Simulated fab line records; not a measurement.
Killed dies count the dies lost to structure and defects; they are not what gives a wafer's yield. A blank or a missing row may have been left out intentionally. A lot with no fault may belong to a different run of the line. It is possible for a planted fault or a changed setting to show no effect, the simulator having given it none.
Which tool was responsible? -- flow nand-harc -- Sampling: 24 lots, 72 wafers, 3 of 1302 route steps

WHAT EACH GAUGE READ, for each wafer
NHARC_A_CONTACT_OVL_MEAS_43.
lot,measured,on,overlay-x-nm (nm),overlay-y-nm (nm)
L074,day 21 05:16,overlay-01,0.3 0.6 1.1,-0.6 -1.4 -1.0
L075,day 22 10:20,overlay-02,-0.6 -0.9 -1.1,-0.7 -1.1 -0.7
L078,day 22 19:37,overlay-02,-1.0 -1.1 -0.5,-0.3 0.1 0.3
L076,day 22 19:52,overlay-01,0.5 0.7 0.7,0.9 0.7 0.8
L077,day 23 04:59,overlay-01,-0.2 0.3 0.2,-0.3 -0.9 -0.2
L079,day 23 15:34,overlay-01,-1.0 -1.0 -1.6,0.2 -0.2 -0.5
L080,day 24 09:13,overlay-02,0.6 0.6 0.6,-1.4 -0.7 -0.6
L081,day 24 15:19,overlay-02,0.3 0.4 0.4,-0.9 -0.2 -0.9
L082,day 24 14:28,overlay-01,-1.6 -0.8 -2.0,-1.1 -0.9 -1.2
L083,day 25 11:56,overlay-01,0.7 1.0 0.3,-0.5 -0.8 -0.7
L084,day 25 07:01,overlay-01,-0.8 -0.3 -0.5,1.5 1.6 1.7
L086,day 26 03:15,overlay-02,-0.2 0.6 0.0,0.5 0.4 0.4
L085,day 26 10:24,overlay-01,-0.8 -0.9 -1.4,-1.0 -1.6 -1.6
L087,day 26 10:06,overlay-01,-1.5 -0.5 -1.2,-0.6 0.0 0.4
L088,day 26 16:26,overlay-02,0.0 -0.2 -0.4,1.2 1.3 1.4
L089,day 27 02:35,overlay-02,0.9 1.1 0.9,0.6 0.0 0.4
L090,day 27 17:10,overlay-02,1.4 1.2 1.0,-0.9 -0.9 -0.3
L091,day 28 09:31,overlay-02,-0.2 0.0 0.5,0.6 0.9 1.4
L092,day 28 22:55,overlay-02,-0.9 -0.9 -1.7,-1.0 -0.5 -0.7
L093,day 29 19:57,overlay-01,-0.5 -0.9 -1.1,-0.6 -0.2 -0.5
L094,day 30 02:01,overlay-02,0.3 0.0 0.1,0.6 1.4 0.8
L095,day 30 01:43,overlay-01,-1.3 -1.2 -1.1,0.1 0.8 0.6
L096,day 30 05:53,overlay-02,0.3 -0.1 0.1,0.8 0.9 1.3
L097,day 30 14:31,overlay-02,-0.5 -1.0 -0.4,-0.2 -0.3 -0.6

WHICH TOOL RAN EACH LOT (tool, then ch and the chambers of the sampled wafers, then the start)
lot,NHARC_A_WL_FILL_STRIP_27,NHARC_A_CONTACT_DEP_28
L074,"plasma-asher-02 ch 0,1, day 20 06:51","acl-dep-01 ch 0, day 21 01:05"
L075,"plasma-asher-02 ch 0,1, day 21 06:44","acl-dep-03 ch 0, day 22 05:18"
L078,"plasma-asher-01 ch 0,1, day 21 20:05","acl-dep-03 ch 0, day 22 14:40"
L076,"plasma-asher-02 ch 0,1, day 21 20:11","acl-dep-01 ch 0, day 22 14:49"
L077,"plasma-asher-02 ch 0,1, day 22 06:44","acl-dep-01 ch 0, day 23 02:00"
L079,"plasma-asher-02 ch 1, day 22 16:09","acl-dep-02 ch 0, day 23 11:20"
L080,"plasma-asher-01 ch 0, day 23 08:21","acl-dep-03 ch 0, day 24 04:04"
L081,"plasma-asher-02 ch 0,1, day 23 16:38","acl-dep-01 ch 0, day 24 10:08"
L082,"plasma-asher-02 ch 0,1, day 23 16:52","acl-dep-02 ch 0, day 24 09:28"
L083,"plasma-asher-01 ch 0,1, day 24 05:07","acl-dep-03 ch 0, day 25 07:35"
L084,"plasma-asher-01 ch 0,1, day 24 05:28","acl-dep-01 ch 0, day 25 03:29"
L086,"plasma-asher-01 ch 0, day 25 05:25","acl-dep-02 ch 0, day 25 22:18"
L085,"plasma-asher-01 ch 0,1, day 25 10:07","acl-dep-01 ch 0, day 26 05:59"
L087,"plasma-asher-01 ch 0,1, day 25 10:28","acl-dep-03 ch 0, day 26 05:47"
L088,"plasma-asher-01 ch 0,1, day 25 17:12","acl-dep-01 ch 0, day 26 12:05"
L089,"plasma-asher-02 ch 0,1, day 25 22:20","acl-dep-02 ch 0, day 26 22:20"
L090,"plasma-asher-02 ch 0,1, day 26 15:05","acl-dep-02 ch 0, day 27 13:40"
L091,"plasma-asher-02 ch 0,1, day 27 11:11","acl-dep-01 ch 0, day 28 05:08"
L092,"plasma-asher-02 ch 0,1, day 27 21:56","acl-dep-03 ch 0, day 28 17:52"
L093,"plasma-asher-02 ch 0,1, day 28 12:46","acl-dep-01 ch 0, day 29 14:55"
L094,"plasma-asher-02 ch 0,1, day 28 23:06","acl-dep-01 ch 0, day 29 21:40"
L095,"plasma-asher-02 ch 0,1, day 28 23:26","acl-dep-03 ch 0, day 29 22:02"
L096,"plasma-asher-02 ch 1, day 29 03:08","acl-dep-02 ch 0, day 30 00:48"
L097,"plasma-asher-02 ch 0,1, day 29 14:20","acl-dep-02 ch 0, day 30 10:15"
- NHARC_A_WL_FILL_STRIP_27: strips in N2/H2, time 20 s.
- NHARC_A_CONTACT_DEP_28: deposits aC, target thk 7000 nm.

AS READ BY THE TOOLS THEMSELVES (means over the sampled wafers that have a number; for cases with no such wafer, the mark the record gives instead)
NHARC_A_WL_FILL_STRIP_27.
lot,tool,drypump-motor-current-A (A),heater-power-w (W)
L074,plasma-asher-02,6.2,319
L075,plasma-asher-02,5.8,339
L078,plasma-asher-01,6.3,322
L076,plasma-asher-02,6.2,321
L077,plasma-asher-02,5.8,339
L079,plasma-asher-02,5.3,356
L080,plasma-asher-01,6.4,342
L081,plasma-asher-02,6.2,327
L082,plasma-asher-02,6.2,316
L083,plasma-asher-01,6.3,325
L084,plasma-asher-01,6.3,327
L086,plasma-asher-01,6.4,346
L085,plasma-asher-01,6.4,319
L087,plasma-asher-01,6.4,304
L088,plasma-asher-01,6.3,305
L089,plasma-asher-02,6.2,320
L090,plasma-asher-02,5.8,348
L091,plasma-asher-02,5.8,355
L092,plasma-asher-02,5.8,352
L093,plasma-asher-02,5.8,354
L094,plasma-asher-02,6.2,327
L095,plasma-asher-02,5.8,349
L096,plasma-asher-02,5.4,377
L097,plasma-asher-02,5.8,348

NHARC_A_CONTACT_DEP_28.
lot,tool,throttle-valve-pct (%)
L074,acl-dep-01,34.996
L075,acl-dep-03,34.998
L078,acl-dep-03,34.993
L076,acl-dep-01,35.007
L077,acl-dep-01,34.996
L079,acl-dep-02,34.995
L080,acl-dep-03,34.996
L081,acl-dep-01,34.997
L082,acl-dep-02,34.998
L083,acl-dep-03,34.996
L084,acl-dep-01,35.000
L086,acl-dep-02,34.990
L085,acl-dep-01,35.003
L087,acl-dep-03,35.001
L088,acl-dep-01,35.010
L089,acl-dep-02,35.005
L090,acl-dep-02,34.999
L091,acl-dep-01,35.002
L092,acl-dep-03,35.000
L093,acl-dep-01,35.001
L094,acl-dep-01,35.001
L095,acl-dep-03,35.002
L096,acl-dep-02,34.992
L097,acl-dep-02,35.003

THE ANSWER, worked out from the rows above alone
Rule: what is usual is taken from the lots themselves. The widest of any qualifying gaps counts: lots, ordered by their means at a reading, are off when they make up no more than a third of the lots, leave a main group of 4 or more, and stand apart from it by 3 or more times the standard deviation of that group's means. A main group is skipped when, at the precision printed for the reading in the tables above, its means are all equal. A lot without any number at a reading at which 4 lots or more have one is off too. All remaining lots with rows at the step are treated as sound. Order of review: gauges by route order, followed by the tools' own readings, for which a lot's mean as printed above is used. The first step at which some lot is off is used, and at that step the reading that is off furthest; a lot without a number counts as furthest.
No lot is off on any of the readings shown, so nothing can be concluded from this.

WHAT HAD BEEN PUT IN BY THE SIMULATOR
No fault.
